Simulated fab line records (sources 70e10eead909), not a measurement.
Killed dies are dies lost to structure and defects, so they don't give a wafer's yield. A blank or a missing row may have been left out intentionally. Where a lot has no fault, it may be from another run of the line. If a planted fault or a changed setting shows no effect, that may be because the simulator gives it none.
fab line records	flow nand_harc
[record] lots = 6	wafers = 18	last_day = 24
route steps=1159 shown A_STAIRCASE@575 END@1159
lots that met no fault: taken from a fault-free run of the same line
start_h: start of the lot's first displayed wafer, in hours after the record's first day	wait_h: hours since the lot's step before	" repeats the value in the row above	L1.1+2: a row that stands for several wafers	- no value, or no start was given	* or withheld: withheld	< > ~ a bound
route shown NAME@n: a module of which the file shows steps, and the number in the route of the first	usual: the fault-free wafers' mean and standard deviation	same: alike in all rows	chamber/n: place in a boat	sites: each site's reading	_std_site: standard deviation of those values	_edge_site: the outer-site mean with the inner-site mean subtracted	radius_mm: how far each site lies from the wafer's centre	mask NAME#n: copy n	behind: the most recent tool/chamber to have shaped the wafer	hold: why the lot was held/for how many hours/how that ended	device: whichever transistor did not switch (one of n, p or np)	end of line: tests run on the same wafers once the route is complete	for a step that has no rows: nothing shown but its recipe	killed: dies that structure and defects cost at the first sort, which is not the same as the wafer's yield	map: a wafer's dies, marking killed ones x, the rest . and places with no die _
set.NAME: setting as actually run; set.NAME@STEP: the setting as run at that earlier step	model.NAME: the simulator's own value behind a step, which no gauge read
lots at some steps of the route; a table a step, a row a wafer
services: from which hour (start_h, from the record's first day; less than 0 if before it) a tool's chamber was out of use, for how many hours, and why
[[steps]]
[step NHARC_A_STAIRCASE_EXPOSE_181]
[recipe] na = 0.5	dose_mj = 27.87	mask_id = STAIR_2
[step NHARC_A_STAIRCASE_PEB_182]
[recipe] peb_temp_c = 115	peb_time_s = 130
[step NHARC_A_STAIRCASE_DEVELOP_183]
[recipe] time_s = 140
[step NHARC_A_STAIRCASE_HARDBAKE_185]
[recipe] temp_c = 120	time_s = 140
[step NHARC_A_STAIRCASE_DESCUM_186]
[recipe] time_s = 3	o2_flow_sccm = 200	ar_flow_sccm = 0	bias_power_w = 0	chemistry = O2
[step NHARC_A_STAIRCASE_TRIM_187]
[recipe] time_s = 211.2	o2_flow_sccm = 500	ar_flow_sccm = 0	bias_w = 0	chemistry = O2
[usual] chamber_pressure_mTorr = 60.00/0.055	drypump_motor_current_A = 5.7/0.46	oes_product_au = 1.002/0.0085	rf_vpp_V = 57.9/0.82	showerhead_plenum_p_Torr = 3.56/0.15	throttle_valve_pct = 17.037/0.01
[same] bias_w = 0
lot.wafer	tool	chamber	start_h	wait_h	chamber_pressure_mTorr	drypump_motor_current_A	oes_product_au	rf_hours_counter_h	rf_vpp_V	showerhead_plenum_p_Torr	throttle_valve_pct
L423.1	rie_diel-04	0	304.37	0.1	59.97	6.3	0.997	2	58.4	3.64	17.037
L423.2	"	1	"	"	60.06	5.9	1.003	2	56.9	3.32	17.048
L423.3	"	2	"	"	60.02	6.0	1.001	2	58.5	3.51	17.033
L426.2	rie_diel-04	0	317.17	0.2	59.97	6.3	1.004	6	57.9	3.64	17.029
L426.3	"	1	"	"	60.01	5.9	1.009	6	56.6	3.32	17.045
L426.6	"	3	"	"	59.93	5.9	0.993	-	56.4	3.58	17.026
L428.1	rie_diel-04	2	326.81	0.1	60.09	6.0	1.009	10	57.1	3.51	17.028
L428.2	"	3	"	"	59.98	5.9	1.002	10	57.8	3.58	17.034
L428.6	"	2	"	"	59.96	6.0	1.005	-	58.9	3.51	17.044
L432.3	rie_diel-07	2	346.74	0.1	59.99	4.9	1.006	45	58.1	3.51	17.018
L432.2	"	3	"	"	59.98	5.7	1.010	39	59.1	3.79	17.032
L432.5	"	2	"	"	60.13	4.9	1.003	-	57.7	3.51	17.047
L434.3	rie_diel-07	0	355.99	0.1	60.01	5.3	0.997	43	58.3	3.45	17.042
L434.5	"	0	"	"	60.01	5.3	1.005	-	58.3	3.45	17.030
L434.6	"	1	"	"	59.90	6.1	1.005	-	59.2	3.31	17.031
L436.2	rie_diel-07	2	372.51	0.2	59.93	4.9	0.995	55	58.4	3.50	17.040
L436.4	"	3	"	"	60.01	5.7	1.009	49	58.4	3.78	17.035
L436.1	"	0	"	"	59.99	5.3	0.996	49	57.1	3.45	17.054
[step NHARC_A_STAIRCASE_ETCH_188]
[recipe] target_depth_a = 1000	time_s = 40.5	ion_energy_ev = 400	c4f8_flow_sccm = 20	o2_flow_sccm = 10	ar_flow_sccm = withheld	rf_w = 600	bias_w = 1000	chemistry = C4F8/O2
[step NHARC_A_STAIRCASE_TRIM_189]
[recipe] time_s = 211.2	o2_flow_sccm = 500	ar_flow_sccm = 0	bias_w = 0	chemistry = O2
[usual] chamber_pressure_mTorr = 60.00/0.054	drypump_motor_current_A = 5.7/0.46	oes_product_au = 1.001/0.0078	rf_vpp_V = 57.9/1	showerhead_plenum_p_Torr = 3.56/0.15	throttle_valve_pct = 17.037/0.0087
[same] bias_w = 0
lot.wafer	tool	chamber	start_h	wait_h	chamber_pressure_mTorr	drypump_motor_current_A	oes_product_au	rf_hours_counter_h	rf_vpp_V	showerhead_plenum_p_Torr	throttle_valve_pct
L423.2	rie_diel-04	0	-	-	59.96	6.4	0.994	2	58.2	3.65	17.024
L423.3	"	1	"	"	60.00	5.8	1.003	2	57.5	3.32	17.017
L423.1	"	3	"	"	60.01	5.9	0.992	2	56.2	3.59	17.033
L426.3	rie_diel-04	2	-	-	60.16	5.9	0.996	7	58.0	3.51	17.034
L426.2	"	3	"	"	60.00	5.9	0.993	7	57.9	3.58	17.032
L426.6	"	3	"	"	60.02	5.9	0.996	-	57.3	3.58	17.045
L428.2	rie_diel-04	2	-	-	60.01	5.9	1.000	11	58.2	3.51	17.036
L428.1	"	3	"	"	59.92	5.9	0.984	11	58.9	3.58	17.031
L428.6	"	3	"	"	59.96	5.8	0.986	-	57.7	3.58	17.031
L432.3	rie_diel-07	3	-	-	60.04	5.7	1.014	40	58.6	3.78	17.038
L432.2	"	0	"	"	59.99	5.3	1.005	40	58.4	3.45	17.037
L432.5	"	3	"	"	60.03	5.6	1.016	-	59.1	3.78	17.037
L434.3	rie_diel-07	2	-	-	60.04	4.9	0.994	50	57.0	3.51	17.036
L434.6	"	2	"	"	60.03	4.9	0.987	-	56.6	3.51	17.050
L434.5	"	3	"	"	60.01	5.7	1.005	-	59.2	3.78	17.037
L436.2	rie_diel-07	0	-	-	60.00	5.3	0.991	49	57.1	3.45	17.033
L436.1	"	1	"	"	60.00	6.1	1.007	45	55.7	3.31	17.035
L436.4	"	3	"	"	59.97	5.7	0.995	50	57.8	3.78	17.032
[step NHARC_A_STAIRCASE_ETCH_190]
[recipe] target_depth_a = 1000	time_s = 40.5	ion_energy_ev = 400	c4f8_flow_sccm = 20	o2_flow_sccm = 10	ar_flow_sccm = withheld	rf_w = 600	bias_w = 1000	chemistry = C4F8/O2
[usual] oes_product_au = 0.940/0.011	rf_vpp_V = 897/5.7
lot.wafer	tool	chamber	start_h	wait_h	oes_product_au	rf_hours_counter_h	rf_vpp_V
L423.1	rie_diel-04	0	-	-	0.950	2	901
L423.2	"	1	"	"	0.950	2	889
L423.3	"	3	"	"	0.952	2	898
L426.3	rie_diel-04	1	-	-	0.927	6	887
L426.2	"	0	"	"	0.934	7	901
L426.6	"	1	"	"	0.936	-	890
L428.1	rie_diel-04	2	-	-	0.925	11	895
L428.2	"	1	"	"	0.955	10	888
L428.6	"	2	"	"	0.935	-	896
L432.2	rie_diel-07	3	-	-	0.934	40	906
L432.3	"	2	"	"	0.934	46	896
L432.5	"	0	"	"	0.934	-	893
L434.3	rie_diel-07	1	-	-	0.939	41	889
L434.6	"	1	"	"	0.939	-	887
L434.5	"	2	"	"	0.933	-	894
L436.2	rie_diel-07	0	-	-	0.924	50	892
L436.1	"	2	"	"	0.942	55	896
L436.4	"	3	"	"	0.955	50	906
[step NHARC_A_STAIRCASE_TRIM_191]
[recipe] time_s = 211.2	o2_flow_sccm = 500	ar_flow_sccm = 0	bias_w = 0	chemistry = O2
[step NHARC_A_STAIRCASE_ETCH_192]
[recipe] target_depth_a = 1000	time_s = 40.5	ion_energy_ev = 400	c4f8_flow_sccm = 20	o2_flow_sccm = 10	ar_flow_sccm = withheld	rf_w = 600	bias_w = 1000	chemistry = C4F8/O2
[usual] oes_product_au = 0.942/0.011	rf_vpp_V = 897/5.6
lot.wafer	tool	chamber	start_h	wait_h	oes_product_au	rf_hours_counter_h	rf_vpp_V
L423.3	rie_diel-04	1	-	-	0.946	2	889
L423.2	"	2	"	"	0.950	2	897
L423.1	"	0	"	"	0.955	2	901
L426.2	rie_diel-04	0	-	-	0.942	8	900
L426.3	"	2	"	"	0.936	8	896
L426.6	"	3	"	"	0.932	-	898
L428.2	rie_diel-04	2	-	-	0.938	11	895
L428.1	"	3	"	"	0.940	11	896
L428.6	"	0	"	"	0.960	-	901
L432.3	rie_diel-07	3	-	-	0.943	41	905
L432.2	"	0	"	"	0.924	40	893
L432.5	"	3	"	"	0.944	-	906
L434.3	rie_diel-07	3	-	-	0.947	45	905
L434.6	"	3	"	"	0.938	-	907
L434.5	"	0	"	"	0.943	-	893
L436.1	rie_diel-07	3	-	-	0.949	50	904
L436.4	"	0	"	"	0.926	50	893
L436.2	"	1	"	"	0.944	46	888
[step NHARC_A_STAIRCASE_TRIM_193]
[recipe] time_s = 211.2	o2_flow_sccm = 500	ar_flow_sccm = 0	bias_w = 0	chemistry = O2
[usual] bias_w = 0/0	chamber_pressure_mTorr = 60.00/0.048	drypump_motor_current_A = 5.8/0.46	oes_product_au = 1.003/0.0087	rf_vpp_V = 57.8/0.78	showerhead_plenum_p_Torr = 3.56/0.15	throttle_valve_pct = 17.036/0.0091
lot.wafer	tool	chamber	start_h	wait_h	bias_w	chamber_pressure_mTorr	drypump_motor_current_A	oes_product_au	rf_hours_counter_h	rf_vpp_V	showerhead_plenum_p_Torr	throttle_valve_pct
L423.3	rie_diel-04	0	305.06	-	0	59.98	6.3	1.006	2	58.1	3.64	17.028
L423.2	"	1	"	"	0	59.92	5.9	1.011	2	58.4	3.32	17.032
L423.1	"	3	"	"	0	60.02	5.8	1.003	2	57.5	3.59	17.034
L426.3	rie_diel-04	1	319.23	-	-	-	-	-	-	-	-	-
L426.2	"	2	"	"	-	-	-	-	-	-	-	-
L426.6	"	2	"	"	-	-	-	-	-	-	-	-
L428.1	rie_diel-04	2	327.50	-	-	-	-	-	-	-	-	-
L428.2	"	3	"	"	-	-	-	-	-	-	-	-
L428.6	"	2	"	"	-	-	-	-	-	-	-	-
L432.2	rie_diel-07	0	348.54	-	0	59.98	5.3	1.000	40	58.2	3.45	17.038
L432.3	"	2	"	"	0	59.94	4.8	0.998	46	57.3	3.51	17.038
L432.5	"	0	"	"	0	59.97	5.3	1.001	-	57.7	3.45	17.037
L434.3	rie_diel-07	2	358.29	-	0	59.99	4.9	0.992	51	56.2	3.51	17.045
L434.6	"	2	"	"	0	59.94	4.9	0.993	-	57.9	3.51	17.045
L434.5	"	3	"	"	0	59.97	5.7	1.006	-	59.4	3.78	17.042
L436.2	rie_diel-07	1	373.49	-	0	60.02	6.1	1.006	46	55.9	3.31	17.037
L436.4	"	3	"	"	0	60.00	5.7	1.001	50	58.3	3.78	17.038
L436.1	"	0	"	"	0	60.05	5.3	0.981	50	58.3	3.45	17.055
[step NHARC_A_STAIRCASE_ETCH_194]
[recipe] target_depth_a = 1000	time_s = 40.5	ion_energy_ev = 400	c4f8_flow_sccm = 20	o2_flow_sccm = 10	ar_flow_sccm = withheld	rf_w = 600	bias_w = 1000	chemistry = C4F8/O2
[usual] oes_product_au = 0.942/0.011	rf_vpp_V = 897/5.7
lot.wafer	tool	chamber	start_h	wait_h	oes_product_au	rf_hours_counter_h	rf_vpp_V
L423.3	rie_diel-04	2	-	-	0.940	2	896
L423.1	"	3	"	"	0.934	2	899
L423.2	"	0	"	"	0.945	2	901
L426.3	rie_diel-04	3	-	-	0.931	8	898
L426.2	"	1	"	"	0.926	8	888
L426.6	"	2	"	"	0.929	-	894
L428.1	rie_diel-04	0	-	-	0.963	11	900
L428.2	"	1	"	"	0.946	11	887
L428.6	"	3	"	"	0.935	-	896
L432.3	rie_diel-07	0	-	-	0.941	40	894
L432.2	"	3	"	"	0.964	41	906
L432.5	"	1	"	"	0.932	-	888
L434.3	rie_diel-07	1	-	-	0.976	41	889
L434.6	"	1	"	"	0.971	-	887
L434.5	"	2	"	"	0.940	-	896
L436.1	rie_diel-07	2	-	-	0.931	56	895
L436.4	"	3	"	"	0.947	50	905
L436.2	"	1	"	"	0.936	46	887
[step NHARC_END_SORT_01]
[recipe] temp_c = 25
[usual] killed_at_array = 27/12	killed_at_other = 0.8/1	killed_at_periphery = 4.0/2.5	killed_dies = 32/11	killed_open = 3.3/1.8	killed_short = 2.0/1.5
[same] gross_dies = 677
lot.wafer	tool	chamber	start_h	wait_h	hold	killed_at_array	killed_at_other	killed_at_periphery	killed_dies	killed_open	killed_short
L423.1	prober-01	0	497.22	2.5	-	27	0	6	33	4	2
L423.2	prober-01	0	498.03	2.8	-	29	0	8	37	2	3
L423.3	prober-01	0	498.85	3.1	-	35	1	9	45	1	7
L426.2	prober-01	0	508.53	2.8	await_dispo/2.8h/scrap	670	0	7	677	3	1
L426.3	prober-01	0	509.31	3.1	await_dispo/2.8h/scrap	670	0	7	677	4	1
L426.6	prober-01	0	511.67	3.9	await_dispo/2.8h/scrap	673	1	3	677	2	2
L428.1	prober-01	0	533.07	2.5	await_dispo/1.2h/scrap	673	2	2	677	3	2
L428.2	prober-01	0	533.87	2.8	await_dispo/1.2h/scrap	674	2	1	677	5	2
L428.6	prober-01	0	537.10	4.0	await_dispo/1.2h/scrap	673	2	2	677	2	2
L432.2	prober-02	0	550.51	2.8	-	21	1	3	25	1	1
L432.3	prober-02	0	551.32	3.1	-	26	1	4	31	6	2
L432.5	prober-02	0	552.94	3.7	-	24	1	8	33	7	3
L434.3	prober-01	0	561.18	3.1	-	35	0	0	35	0	0
L434.5	prober-01	0	562.77	3.7	-	47	2	0	49	2	4
L434.6	prober-01	0	563.57	4.0	-	29	0	3	32	3	3
L436.1	prober-02	0	572.68	2.5	-	15	1	2	18	1	4
L436.2	prober-02	0	573.49	2.8	-	15	2	5	22	2	2
L436.4	prober-02	0	575.11	3.4	-	11	2	10	23	1	1
// killed by level:class
L423.1 A_SLIT:chamber_film_flake=10 P_ZERO_WELL:chamber_film_flake=6 A_CHANNEL_HOLE_D1:chamber_film_flake=4 A_CONTACT:chamber_film_flake=4 A_STAIRCASE:chamber_film_flake=2 A_CHANNEL_HOLE_D1:geometric_particle:short=1 A_CHANNEL_FILL_D1:geometric_particle:open=1 A_SGD_CUT:geometric_particle:open=1
L423.2 A_SLIT:chamber_film_flake=14 P_ZERO_WELL:chamber_film_flake=5 A_CHANNEL_HOLE_D1:chamber_film_flake=5 A_CONTACT:chamber_film_flake=5 P_GATE:geometric_particle:open=1 P_M1:geometric_particle:short=1 A_ONON_D1:geometric_particle:open=1 A_CHANNEL_HOLE_D1:geometric_particle:short=1
L423.3 A_SLIT:chamber_film_flake=12 A_STAIRCASE:chamber_film_flake=7 A_CHANNEL_HOLE_D1:chamber_film_flake=6 P_ZERO_WELL:chamber_film_flake=4 A_CHANNEL_HOLE_D1:geometric_particle:short=3 A_CONTACT:chamber_film_flake=3 P_M2:chamber_film_flake=2 P_M0:geometric_particle:short=1
L426.2 A_STAIRCASE:area_trim=652 P_GATE:chamber_film_flake=6 A_CONTACT:chamber_film_flake=6 A_BLC:chamber_film_flake=3 A_CHANNEL_HOLE_D1:chamber_film_flake=3 A_STAIRCASE:chamber_film_flake=2 A_CHANNEL_HOLE_D1:geometric_particle:open=1 A_WL_FILL:geometric_particle:open=1
L426.3 A_STAIRCASE:area_trim=656 A_CHANNEL_HOLE_D1:chamber_film_flake=5 A_STAIRCASE:chamber_film_flake=4 P_STI:chamber_film_flake=2 P_GATE:chamber_film_flake=2 A_BLC:chamber_film_flake=2 P_GATE:geometric_particle:open=1 P_CONTACT:geometric_particle:open=1
L426.6 A_STAIRCASE:area_trim=653 A_CHANNEL_HOLE_D1:chamber_film_flake=7 A_BLC:chamber_film_flake=4 A_CONTACT:chamber_film_flake=4 P_M0:geometric_particle:open=1 A_WL_FILL:geometric_particle:short=1 A_CONTACT:geometric_particle:short=1 A_M1:geometric_particle:open=1
L428.1 A_STAIRCASE:area_trim=658 A_CHANNEL_HOLE_D1:chamber_film_flake=5 A_STAIRCASE:chamber_film_flake=3 A_CONTACT:chamber_film_flake=2 THIN_TSV:chamber_film_flake=2 P_GATE:geometric_particle:short=1 A_CHANNEL_HOLE_D1:geometric_particle:open=1 A_M0:geometric_particle:short=1
L428.2 A_STAIRCASE:area_trim=656 A_CHANNEL_HOLE_D1:chamber_film_flake=6 A_CHANNEL_FILL_D1:geometric_particle:open=2 A_CHANNEL_FILL_D1:chamber_film_flake=2 HYBRID_BOND:chamber_film_flake=2 A_SGD_CUT:geometric_particle:short=1 A_WL_FILL:geometric_particle:short=1 A_WL_FILL:geometric_particle:open=1
L428.6 A_STAIRCASE:area_trim=660 A_CHANNEL_HOLE_D1:chamber_film_flake=5 A_CHANNEL_FILL_D1:chamber_film_flake=2 A_CONTACT:chamber_film_flake=2 P_GATE:geometric_particle:open=1 A_ONON_D1:geometric_particle:short=1 A_CONTACT:geometric_particle:short=1 A_M0:geometric_particle:open=1
L432.2 A_CONTACT:chamber_film_flake=10 A_CHANNEL_HOLE_D1:chamber_film_flake=4 A_WL_FILL:geometric_particle:open=1 A_BLC:geometric_particle:short=1 P_STI:chamber_film_flake=1 P_GATE:chamber_film_flake=1 P_M0:chamber_film_flake=1 A_ZERO_WELL:chamber_film_flake=1
L432.3 A_CONTACT:chamber_film_flake=7 A_CHANNEL_HOLE_D1:chamber_film_flake=6 A_BLC:geometric_particle:open=2 A_ZERO_WELL:chamber_film_flake=2 A_STAIRCASE:chamber_film_flake=2 A_BLC:chamber_film_flake=2 P_CONTACT:geometric_particle:open=1 P_M0:geometric_particle:open=1
L432.5 A_CHANNEL_HOLE_D1:chamber_film_flake=5 A_CONTACT:chamber_film_flake=5 P_STI:chamber_film_flake=3 A_ONON_D1:geometric_particle:short=2 A_WL_FILL:geometric_particle:open=2 P_GATE:chamber_film_flake=2 A_WL_FILL:chamber_film_flake=2 A_BLC:chamber_film_flake=2
L434.3 A_SLIT:chamber_film_flake=22 A_CONTACT:chamber_film_flake=7 A_CHANNEL_HOLE_D1:chamber_film_flake=5 A_STAIRCASE:chamber_film_flake=1
L434.5 A_SLIT:chamber_film_flake=22 A_CONTACT:chamber_film_flake=9 A_STAIRCASE:chamber_film_flake=5 A_CHANNEL_HOLE_D1:chamber_film_flake=4 A_WL_FILL:geometric_particle:short=2 A_CONTACT:geometric_particle:short=2 A_CHANNEL_HOLE_D1:geometric_particle:open=1 STARTING-WAFER:geometric_particle:open=1
L434.6 A_SLIT:chamber_film_flake=16 A_CHANNEL_HOLE_D1:chamber_film_flake=4 A_STAIRCASE:chamber_film_flake=2 A_CONTACT:chamber_film_flake=2 P_CONTACT:geometric_particle:short=1 P_CONTACT:geometric_particle:open=1 A_WL_FILL:geometric_particle:short=1 A_WL_FILL:geometric_particle:open=1
L436.1 A_CHANNEL_HOLE_D1:chamber_film_flake=4 A_CONTACT:chamber_film_flake=4 A_CHANNEL_HOLE_D1:geometric_particle:short=3 A_BONDPAD:chamber_film_flake=3 P_M1:geometric_particle:open=1 A_ONON_D1:geometric_particle:short=1 P_M1:chamber_film_flake=1 THIN_TSV:chamber_film_flake=1
L436.2 A_CHANNEL_HOLE_D1:chamber_film_flake=9 P_M1:chamber_film_flake=3 P_CONTACT:geometric_particle:short=2 A_M0:geometric_particle:open=2 A_STAIRCASE:chamber_film_flake=2 THIN_TSV:chamber_film_flake=2 A_CONTACT:chamber_film_flake=1 A_BONDPAD:chamber_film_flake=1
L436.4 P_M1:chamber_film_flake=5 A_CHANNEL_HOLE_D1:chamber_film_flake=4 A_CONTACT:chamber_film_flake=4 P_STI:chamber_film_flake=3 A_BONDPAD:chamber_film_flake=2 THIN_TSV:chamber_film_flake=2 P_CONTACT:geometric_particle:open=1 P_CONTACT:geometric_particle:short=1
// map L426.2 (x killed, . not)
____________x____________
_________xxxxxxx_________
_______xxxxxxxxxxx_______
______xxxxxxxxxxxxx______
_____xxxxxxxxxxxxxxx_____
____xxxxxxxxxxxxxxxxx____
____xxxxxxxxxxxxxxxxx____
___xxxxxxxxxxxxxxxxxxx___
___xxxxxxxxxxxxxxxxxxx___
__xxxxxxxxxxxxxxxxxxxxx__
__xxxxxxxxxxxxxxxxxxxxx__
_xxxxxxxxxxxxxxxxxxxxxxx_
_xxxxxxxxxxxxxxxxxxxxxxx_
_xxxxxxxxxxxxxxxxxxxxxxx_
_xxxxxxxxxxxxxxxxxxxxxxx_
_xxxxxxxxxxxxxxxxxxxxxxx_
xxxxxxxxxxxxxxxxxxxxxxxxx
xxxxxxxxxxxxxxxxxxxxxxxxx
xxxxxxxxxxxxxxxxxxxxxxxxx
xxxxxxxxxxxxxxxxxxxxxxxxx
xxxxxxxxxxxxxxxxxxxxxxxxx
_xxxxxxxxxxxxxxxxxxxxxxx_
_xxxxxxxxxxxxxxxxxxxxxxx_
_xxxxxxxxxxxxxxxxxxxxxxx_
_xxxxxxxxxxxxxxxxxxxxxxx_
_xxxxxxxxxxxxxxxxxxxxxxx_
__xxxxxxxxxxxxxxxxxxxxx__
__xxxxxxxxxxxxxxxxxxxxx__
___xxxxxxxxxxxxxxxxxxx___
___xxxxxxxxxxxxxxxxxxx___
____xxxxxxxxxxxxxxxxx____
____xxxxxxxxxxxxxxxxx____
_____xxxxxxxxxxxxxxx_____
______xxxxxxxxxxxxx______
_______xxxxxxxxxxx_______
_________xxxxxxx_________
____________x____________
// map L428.1 (x killed, . not)
____________x____________
_________xxxxxxx_________
_______xxxxxxxxxxx_______
______xxxxxxxxxxxxx______
_____xxxxxxxxxxxxxxx_____
____xxxxxxxxxxxxxxxxx____
____xxxxxxxxxxxxxxxxx____
___xxxxxxxxxxxxxxxxxxx___
___xxxxxxxxxxxxxxxxxxx___
__xxxxxxxxxxxxxxxxxxxxx__
__xxxxxxxxxxxxxxxxxxxxx__
_xxxxxxxxxxxxxxxxxxxxxxx_
_xxxxxxxxxxxxxxxxxxxxxxx_
_xxxxxxxxxxxxxxxxxxxxxxx_
_xxxxxxxxxxxxxxxxxxxxxxx_
_xxxxxxxxxxxxxxxxxxxxxxx_
xxxxxxxxxxxxxxxxxxxxxxxxx
xxxxxxxxxxxxxxxxxxxxxxxxx
xxxxxxxxxxxxxxxxxxxxxxxxx
xxxxxxxxxxxxxxxxxxxxxxxxx
xxxxxxxxxxxxxxxxxxxxxxxxx
_xxxxxxxxxxxxxxxxxxxxxxx_
_xxxxxxxxxxxxxxxxxxxxxxx_
_xxxxxxxxxxxxxxxxxxxxxxx_
_xxxxxxxxxxxxxxxxxxxxxxx_
_xxxxxxxxxxxxxxxxxxxxxxx_
__xxxxxxxxxxxxxxxxxxxxx__
__xxxxxxxxxxxxxxxxxxxxx__
___xxxxxxxxxxxxxxxxxxx___
___xxxxxxxxxxxxxxxxxxx___
____xxxxxxxxxxxxxxxxx____
____xxxxxxxxxxxxxxxxx____
_____xxxxxxxxxxxxxxx_____
______xxxxxxxxxxxxx______
_______xxxxxxxxxxx_______
_________xxxxxxx_________
____________x____________
[[services]]
tool	chamber	start_h	hours	kind
rie_diel-07	1	284.16	23.1	repair
rie_diel-07	0	286.74	-	clean
rie_diel-07	2	286.74	-	clean
rie_diel-07	3	286.74	-	clean
rie_diel-04	-	288.90	9.0	pm
rie_diel-04	0	288.90	9.0	vent_cycle
rie_diel-04	1	288.90	11.2	vent_cycle
rie_diel-04	2	288.90	9.0	vent_cycle
rie_diel-04	3	288.90	9.0	vent_cycle
rie_diel-04	0	297.90	-	clean
rie_diel-04	0	297.90	-	consumable_replace:focus_ring
rie_diel-04	2	297.90	-	clean
rie_diel-04	3	297.90	-	clean
rie_diel-07	0	311.24	-	clean
rie_diel-07	1	311.24	-	clean
rie_diel-07	2	311.24	-	clean
rie_diel-07	3	311.24	-	clean
rie_diel-04	0	322.40	-	clean
rie_diel-04	1	322.40	-	clean
rie_diel-04	2	322.40	-	clean
rie_diel-04	3	322.40	-	clean
rie_diel-07	0	335.86	-	clean
rie_diel-07	1	335.86	-	clean
rie_diel-07	2	335.86	-	clean
[[key]]
[first_sign] step = NHARC_A_STAIRCASE_TRIM_193	reading = tool_record	direction = missing
[effect] step = NHARC_END_SORT_01	reading = killed_dies	direction = up	sigmas = 58	usual = 32	struck = 677
[more_kills_born_at] NHARC_A_STAIRCASE_TRIM_193@rie_diel-04 = 3936
met_at NHARC_A_STAIRCASE_TRIM_193
struck_wafers L426.2,L426.3,L426.6,L428.1,L428.2,L428.6
later_rows_left_out L426.2,L426.3,L426.6,L428.1,L428.2,L428.6
tester_left_out L426,L428
onset_between 305.06 319.23
[fault] kind = skipped_step_whole	tool = rie_diel-04	chamber = -	onset_h = 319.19	steps = NHARC_A_STAIRCASE_TRIM_193	scope = struck_lots_only
// tester_left_out: of these lots the tester's yield and bins aren't shown, on N5 and GAA mostly nor the transistor test; their killed dies are dies lost to structure and defects alone, not to doping, threshold or leakage, so they don't give the yield
// later_rows_left_out: the simulator's readings of these wafers behind a module that went badly wrong aren't trusted and aren't shown, but for the sort
